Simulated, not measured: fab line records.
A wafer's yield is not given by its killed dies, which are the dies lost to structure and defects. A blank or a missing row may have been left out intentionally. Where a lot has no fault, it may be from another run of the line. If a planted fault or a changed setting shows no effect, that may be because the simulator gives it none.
Which of the tools did it? -- flow nandHarc -- 24 lots, 72 wafers sampled, at 2 steps of a route of 1159

WHAT EACH GAUGE READ, for each wafer
NHARC_A_SLIT_CD_MEAS_09: the cd target is 300 nm.
lot,measured,on,cdNm (nm)
L078,day 14 16:46,cdSem-02,300.9 299.6 300.6
L076,day 14 16:58,cdSem-01,298.5 300.5 299.4
L075,day 14 17:31,cdSem-02,299.4 299.9 299.8
L079,day 14 22:31,cdSem-03,300.1 299.6 299.9
L074,day 14 22:49,cdSem-01,299.9 300.8 299.7
L077,day 14 23:53,cdSem-01,299.5 299.6 299.3
L080,day 15 17:55,cdSem-01,299.0 299.8 299.2
L083,day 16 09:25,cdSem-03,300.5 300.4 300.8
L082,day 16 10:31,cdSem-03,300.2 299.6 299.1
L084,day 16 21:46,cdSem-03,301.1 300.2 300.1
L081,day 16 22:32,cdSem-01,299.8 298.6 299.2
L089,day 17 08:16,cdSem-02,299.4 299.3 299.2
L085,day 17 09:20,cdSem-01,300.0 300.2 300.3
L086,day 17 16:08,cdSem-03,299.5 300.6 300.8
L087,day 17 16:23,cdSem-01,299.3 299.4 300.0
L090,day 18 06:11,cdSem-01,299.2 299.4 299.5
L088,day 18 08:22,cdSem-03,299.7 299.6 299.5
L092,day 18 14:58,cdSem-02,299.8 299.5 299.5
L091,day 18 15:25,cdSem-02,299.6 299.6 299.4
L094,day 19 04:32,cdSem-03,300.2 300.0 300.8
L093,day 19 04:43,cdSem-01,299.4 299.7 299.5
L097,day 19 14:13,cdSem-02,300.7 299.8 299.5
L095,day 19 14:38,cdSem-03,299.4 299.1 299.7
L096,day 19 15:44,cdSem-01,299.6 299.5 299.3

NHARC_A_SLIT_CD_MEAS_21.
lot,measured,on,cdNm (nm)
L078,day 14 21:55,cdSem-01,290.9 291.3 290.1
L076,day 14 22:07,cdSem-03,287.6 286.9 285.9
L075,day 14 23:36,cdSem-02,291.5 291.5 291.5
L079,day 15 02:07,cdSem-02,290.1 290.9 290.3
L074,day 15 02:23,cdSem-02,289.8 289.2 289.5
L077,day 15 03:49,cdSem-03,287.6 289.3 290.3
L080,day 15 21:31,cdSem-02,290.1 289.4 289.2
L083,day 16 13:02,cdSem-01,289.5 289.7 290.1
L082,day 16 14:11,cdSem-01,287.5 286.8 287.8
L084,day 17 01:22,cdSem-01,288.6 289.6 289.0
L081,day 17 02:21,cdSem-03,289.9 289.7 290.1
L089,day 17 11:53,cdSem-02,288.2 288.3 287.9
L085,day 17 13:34,cdSem-02,289.5 290.2 289.5
L086,day 17 21:24,cdSem-01,289.1 288.8 290.1
L087,day 17 23:05,cdSem-01,289.6 289.8 289.1
L090,day 18 09:46,cdSem-01,289.8 288.8 288.7
L088,day 18 12:03,cdSem-02,288.6 288.7 288.9
L092,day 18 18:34,cdSem-02,291.6 290.6 290.1
L091,day 18 19:15,cdSem-03,288.5 287.5 288.6
L094,day 19 08:07,cdSem-01,290.0 289.0 288.8
L093,day 19 08:19,cdSem-02,290.1 289.0 288.8
L097,day 19 21:08,cdSem-01,288.3 288.7 288.7
L095,day 19 22:48,cdSem-02,290.4 292.1 290.6
L096,day 20 00:22,cdSem-01,290.0 289.8 290.8

WHICH TOOL RAN EACH LOT (tool, then ch and the chambers of the sampled wafers, then the start)
There is no process step in the record ahead of these readings.

WHAT THE TOOLS THEMSELVES READ (means of the sampled wafers that have a number; where no wafer has one, the mark that the record gives instead)
The record holds no such reading with a usual standard deviation.

THE ANSWER, worked out from the rows above alone
Rule: what is usual is taken from the lots themselves. Put in order of their means at a reading, lots are off if they are a third of the lots or fewer, leave a main group of 4 or more, and stand apart from it by a gap of 3 or more times the standard deviation of the main group's means; of several such gaps the widest counts. Not used: any main group whose means are identical at the precision the tables above print for the reading. A lot without any number at a reading at which 4 lots or more have one is off too. The other lots that the step has rows for count as sound. After the gauges, taken in route order, come the tools' own readings; for these a lot's mean is taken, as printed above. The first step at which some lot is off is used, and at that step the reading that is off furthest; a lot without a number counts as furthest.
No lot is off at any reading shown: from this, nothing can be told.

WHAT THE SIMULATOR HAD INSERTED
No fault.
